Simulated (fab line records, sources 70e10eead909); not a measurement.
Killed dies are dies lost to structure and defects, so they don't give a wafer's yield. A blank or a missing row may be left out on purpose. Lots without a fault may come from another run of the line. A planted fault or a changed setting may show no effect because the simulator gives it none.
One fault seen from 2 desks | flow nand_harc | each desk has only its own numbers; what lay behind them comes last

THE TOOL OWNER'S DESK: pvd_sputter-01
The tool's own readings at NHARC_A_BONDPAD_PVD_27 (deposits Cu, target thk 30 nm, time 20.49 s): means of the sampled wafers that have a number, for each lot that ran on this tool. A lot is out of limits, marked OUT, if its mean lies more than 4 standard deviations from the usual mean; the brackets give that distance.
Columns: A = throttle_valve_pct at NHARC_A_BONDPAD_PVD_27, usual 30.0 %
lot  | first seen here | A
L486 | day 19 04:01    | 29.4
L488 | day 20 10:25    | 29.7
L499 | day 22 22:17    | 29.9
L500 | day 22 22:37    | 29.7
This desk's finding: nothing out of limits on any of the 4 lots.

THE METROLOGY DESK
What the gauges read, lot by lot, whatever tool the lot ran on: means of the sampled wafers that have a number. A lot is out of limits, marked OUT, if its mean lies more than 4 standard deviations from the usual mean; the brackets give that distance.
Columns: A = thk_nm at NHARC_A_BONDPAD_THK_MEAS_30, usual 199.9 nm
lot  | first seen here | A
L482 | day 17 23:45    | 200.3
L485 | day 18 04:35    | 201.1
L486 | day 19 02:02    | 199.2
L488 | day 20 08:20    | 199.2
L498 | day 21 15:29    | 199.1
L497 | day 22 06:52    | 198.7
L501 | day 22 15:15    | 202.4
L499 | day 22 20:20    | 199.4
L500 | day 22 20:37    | 200.6
L503 | day 23 06:07    | 200.1
L505 | day 23 08:47    | 200.6
L504 | day 24 02:07    | 200.7
This desk's finding: nothing out of limits on any of the 12 lots.

PUT TOGETHER
The tool owner's desk saw nothing out of limits.
The metrology desk saw nothing out of limits.

WHAT THE SIMULATOR HAD PUT IN
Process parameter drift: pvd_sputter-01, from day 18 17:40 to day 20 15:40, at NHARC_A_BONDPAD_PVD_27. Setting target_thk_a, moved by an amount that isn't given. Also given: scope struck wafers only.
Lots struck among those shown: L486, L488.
